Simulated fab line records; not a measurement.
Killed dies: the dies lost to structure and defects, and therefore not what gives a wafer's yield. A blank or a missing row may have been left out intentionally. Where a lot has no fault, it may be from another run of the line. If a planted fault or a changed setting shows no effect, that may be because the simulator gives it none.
Chamber matching || flow nandHarc || NHARC_A_ZERO_WELL_DESCUM_12 on rieDiel-02: 4 sister chambers
The step chemistry O2, time 3 s. 8 wafers are shown with their chamber, then 11 later ones without.

## EACH WAFER AND ITS CHAMBER
{"wafer": "L087.2", "chamber": 2, "drypumpMotorCurrentA (A)": 6.1, "oesProductAu (a.u.)": 1.003}
{"wafer": "L088.1", "chamber": 3, "drypumpMotorCurrentA (A)": 5.5, "oesProductAu (a.u.)": 0.996}
{"wafer": "L088.3", "chamber": 2, "drypumpMotorCurrentA (A)": 6.0, "oesProductAu (a.u.)": 1.010}
{"wafer": "L088.6", "chamber": 3, "drypumpMotorCurrentA (A)": 5.5, "oesProductAu (a.u.)": 0.994}
{"wafer": "L088.2", "chamber": 0, "drypumpMotorCurrentA (A)": 5.5, "oesProductAu (a.u.)": 1.001}
{"wafer": "L088.4", "chamber": 1, "drypumpMotorCurrentA (A)": 6.0, "oesProductAu (a.u.)": 1.007}
{"wafer": "L088.5", "chamber": 0, "drypumpMotorCurrentA (A)": 5.5, "oesProductAu (a.u.)": 0.995}
{"wafer": "L090.1", "chamber": 1, "drypumpMotorCurrentA (A)": 6.1, "oesProductAu (a.u.)": 1.007}

## WAFERS WHOSE CHAMBER IS MISSING
{"wafer": "L090.3", "drypumpMotorCurrentA (A)": 6.1, "oesProductAu (a.u.)": 1.016}
{"wafer": "L090.5", "drypumpMotorCurrentA (A)": 5.5, "oesProductAu (a.u.)": 1.003}
{"wafer": "L090.2", "drypumpMotorCurrentA (A)": 5.5, "oesProductAu (a.u.)": 1.009}
{"wafer": "L090.4", "drypumpMotorCurrentA (A)": 5.5, "oesProductAu (a.u.)": 1.002}
{"wafer": "L090.6", "drypumpMotorCurrentA (A)": 6.0, "oesProductAu (a.u.)": 1.012}
{"wafer": "L093.2", "drypumpMotorCurrentA (A)": 5.5, "oesProductAu (a.u.)": 0.998}
{"wafer": "L093.3", "drypumpMotorCurrentA (A)": 5.5, "oesProductAu (a.u.)": 0.993}
{"wafer": "L093.6", "drypumpMotorCurrentA (A)": 5.5, "oesProductAu (a.u.)": 1.003}
{"wafer": "L095.3", "drypumpMotorCurrentA (A)": 5.5, "oesProductAu (a.u.)": 0.995}
{"wafer": "L095.5", "drypumpMotorCurrentA (A)": 6.1, "oesProductAu (a.u.)": 0.998}
{"wafer": "L095.6", "drypumpMotorCurrentA (A)": 5.5, "oesProductAu (a.u.)": 0.988}

## CHAMBER TAKEN BY EACH
{"wafer": "L090.3", "from the rows above": "can't be placed: 1 or 2", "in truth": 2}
{"wafer": "L090.5", "from the rows above": "can't be placed: 0 or 3", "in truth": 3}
{"wafer": "L090.2", "from the rows above": "can't be placed: 0 or 3", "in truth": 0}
{"wafer": "L090.4", "from the rows above": "can't be placed: 0 or 3", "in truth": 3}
{"wafer": "L090.6", "from the rows above": "can't be placed: 1 or 2", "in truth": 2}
{"wafer": "L093.2", "from the rows above": "can't be placed: 0 or 3", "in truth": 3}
{"wafer": "L093.3", "from the rows above": "can't be placed: 3 or 0", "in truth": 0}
{"wafer": "L093.6", "from the rows above": "can't be placed: 0 or 3", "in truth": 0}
{"wafer": "L095.3", "from the rows above": "can't be placed: 3 or 0", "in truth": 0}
{"wafer": "L095.5", "from the rows above": "can't be placed: 2 or 1", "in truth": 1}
{"wafer": "L095.6", "from the rows above": "can't be placed: 3 or 0", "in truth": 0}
Placed correctly: 0 of 11. Not placeable from these rows: 11 (in 11, the candidates include the true chamber). 0 placed wrongly.
How it was worked out, from the rows above alone: a wafer's distance from a chamber is the root of the sum, over the readings, of the square of ((its reading less the chamber's mean) divided by the reading's scatter). If the next closest chamber is less than 2 further off than the closest, the wafer can't be placed; otherwise it belongs to the closest. For every chamber, the mean is computed from those of its wafers that are shown. The scatter: the root of (the sum of the squares of (reading less its chamber's mean) over the shown wafers, divided by (wafers less chambers)).
